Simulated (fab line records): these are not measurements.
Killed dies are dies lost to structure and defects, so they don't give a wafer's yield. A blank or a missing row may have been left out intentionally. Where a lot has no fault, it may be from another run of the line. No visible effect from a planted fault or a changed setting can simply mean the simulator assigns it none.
Matching of chambers ; flow nand harc ; NHARC_A_STAIRCASE_DESCUM_219 on rie diel-04: 4 sister chambers
The step chemistry O2, time 3 s. 30 wafers are shown with their chamber, then 12 later ones without.

## WAFERS, EACH WITH ITS CHAMBER
wafer;chamber;drypump motor current A (A);showerhead plenum p Torr (Torr);oes product au (a.u.)
L076.1;1;5.79;2.06;0.995
L076.2;0;6.01;1.86;0.995
L076.4;2;5.53;1.88;0.998
L076.3;3;5.22;1.84;0.983
L076.5;2;5.53;1.88;0.992
L076.6;3;5.21;1.84;0.999
L080.1;2;5.49;1.88;0.985
L080.2;3;5.25;1.83;0.997
L080.6;0;5.99;1.86;0.988
L082.3;3;5.23;1.83;1.003
L082.4;1;5.79;2.06;1.004
L082.6;3;5.23;1.83;1.012
L084.1;1;5.77;2.06;1.022
L084.4;2;5.51;1.88;0.987
L084.5;1;5.78;2.06;1.018
L085.2;0;6.00;1.85;1.005
L085.3;3;5.21;1.83;0.996
L085.6;2;5.52;1.87;0.984
L087.2;2;5.52;1.87;0.999
L087.3;3;5.23;1.83;1.002
L087.4;0;6.01;1.85;1.010
L088.1;2;5.53;1.87;0.985
L088.4;3;5.23;1.83;0.996
L088.5;0;6.01;1.85;1.002
L089.2;2;5.52;1.87;0.986
L089.3;3;5.24;1.83;0.993
L089.6;2;5.53;1.87;0.991
L091.2;1;5.78;2.05;1.022
L091.3;0;5.99;1.85;0.998
L091.4;2;5.54;1.87;0.979

SIGNATURES (averages over the wafers above)
reading;chamber 0;chamber 1;chamber 2;chamber 3;scatter within a chamber
drypump motor current A;6.0017;5.7820;5.5220;5.2278;0.0122
showerhead plenum p Torr;1.8533;2.0580;1.8740;1.8322;0.00484
oes product au;0.99967;1.01220;0.98860;0.99789;0.0082
Rule: for each reading, subtract the chamber's mean from the wafer's reading, divide by that reading's scatter and square the result; add these up over the readings and take the root, which gives the wafer's distance from the chamber. If the next closest chamber is less than 2 further off than the closest, the wafer can't be placed; otherwise it belongs to the closest. The scatter: take each reading less its chamber's mean, square it, sum over the shown wafers, divide by the number of wafers less the number of chambers, and take the root.

## WAFERS WHOSE CHAMBER IS MISSING
wafer;drypump motor current A (A);showerhead plenum p Torr (Torr);oes product au (a.u.)
L092.3;5.76;2.05;1.002
L092.5;5.79;2.05;1.012
L092.6;5.53;1.87;0.990
L092.1;5.53;1.87;0.980
L092.2;5.23;1.82;1.015
L092.4;6.01;1.85;1.011
L096.3;5.53;1.87;0.987
L096.4;5.76;2.05;1.013
L096.6;6.01;1.85;1.011
L097.2;5.25;1.82;1.005
L097.3;5.78;2.04;1.012
L097.5;5.53;1.87;0.976

## WHICH CHAMBER EACH ONE RAN IN
wafer;from the rows above;in truth
L092.3;1;1
L092.5;1;1
L092.6;2;2
L092.1;2;2
L092.2;3;3
L092.4;0;0
L096.3;2;2
L096.4;1;1
L096.6;0;0
L097.2;3;3
L097.3;1;1
L097.5;2;2
12 of 12 placed correctly. Number that these rows cannot place: 0. Placed wrongly: 0.
